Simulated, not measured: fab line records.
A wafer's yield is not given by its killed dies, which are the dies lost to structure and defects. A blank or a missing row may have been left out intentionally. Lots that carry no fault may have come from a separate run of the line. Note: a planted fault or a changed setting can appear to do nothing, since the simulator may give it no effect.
Struck lot and sound lot, side by side	flow n5_finfet	14 out of 1938 route steps
Sound: the wafers L851.1, L851.4, L851.6. The struck wafers were L861.2, L861.3, L861.6. The cause comes at the end.
Order at every step that has rows: each side's tool, ch and its chambers, its first start. Under that, the readings that differ: sound wafers	struck wafers	difference of the means	sigmas: that difference in standard deviations of wafers without a fault.
alike: a reading whose means differ by less than 2 such deviations, as well as words and numbers matching on both sides. not compared: withheld readings; readings where some wafer has no value; bounds like >300 that might hide an equal value; numbers whose values overlap and for which the record gives no deviation.
Wherever a step has rows on one side only, a row that says differs or no value, or a row with sigmas, the two part there. Non-overlapping numbers with no deviation appear without sigmas and do not part them. Lack of a reading on every wafer of one side parts them only where that side has two or more wafers.

N5_BEOL_M6_RS_MEAS_57: measures by four-point-probe.
  sound on film_metro-01, day 9 06:20; struck on film_metro-02, day 11 08:00
  alike: M6_RS
N5_BEOL_M6_INSPECT_58: inspects for defects (darkfield).
  sound on defect_inspect-01, day 9 06:22; struck on defect_inspect-02, day 11 08:02
  alike: raw_defect_count
N5_BEOL_M7_ILD_DEP_00: deposits SiCOH lowk from DEMS/porogen, target thk 179.75 nm, time 33.4 s.
  sound on pecvd-04 ch 0,1, day 9 06:24; struck on pecvd-03 ch 0,2, day 11 08:04
reading	sound	struck	difference	sigmas
heater_power_w (W)	451 449 384	270 279 278	-152	-3
  alike: rf_fwd_power_W, showerhead_plenum_p_Torr, throttle_valve_pct
N5_BEOL_M7_CURE_74: cures SiCOH lowk, time 240 s.
  sound on uv_cure-02 ch 0, day 9 06:40; struck on uv_cure-01 ch 0, day 11 08:13
reading	sound	struck	difference	sigmas
wafer_temp_C_max	387.5 387.2 386.8	385.8 386.2 386.0	-1.2	-2
  alike: lamp_power_pct
N5_BEOL_M7_THK_MEAS_01:
  sound on film_metro-01, day 9 07:10; struck on film_metro-02, day 11 08:38
  alike: M7_ILD_THK
N5_BEOL_M7_PECVD_70: deposits SiO2 from TEOS/O2, target thk 20 nm, time 22.7 s.
  sound on pecvd-03 ch 0,1,2, day 9 07:13; struck on pecvd-03 ch 0,1, day 11 08:41
  alike: heater_power_w, rf_fwd_power_W, showerhead_plenum_p_Torr, throttle_valve_pct
N5_BEOL_M7_HM_DEP_02: deposits TiN, target thk 20 nm.
  sound on pvd_sputter-01, day 9 08:28; struck on pvd_sputter-02, day 11 08:50
  alike: throttle_valve_pct
then, 5 steps without rows for these wafers: N5_BEOL_M7_COAT_59 (time 60 s, resist thk 100 nm); N5_BEOL_M7_COAT_60 (time 60 s, resist thk 35 nm); N5_BEOL_M7_COAT_05 (resist thk 90 nm); N5_BEOL_M7_EBR_07; N5_BEOL_M7_SOFTBAKE_06 (time 60 s).
N5_BEOL_M7_EXPOSE_08: exposes mask M7.
  struck on arfi_scanner-01, day 11 09:12; sound on arfi_scanner-01 ch 0, day 9 08:50
  no value came back on the struck wafers for dipole_opening_deg (degrees), exposure_dose_mJ_cm2, stage_vel_mm_s (mm/s); on the sound wafers dipole_opening_deg (degrees) reads 35 35 35
  alike: mask
then, 1 step without rows for these wafers: N5_BEOL_M7_PEB_09 (peb time 60 s).

== WHERE THEY PART ==
First at N5_BEOL_M7_ILD_DEP_00; last, within this record, at N5_BEOL_M7_EXPOSE_08.

WHY: what had been put in by the simulator
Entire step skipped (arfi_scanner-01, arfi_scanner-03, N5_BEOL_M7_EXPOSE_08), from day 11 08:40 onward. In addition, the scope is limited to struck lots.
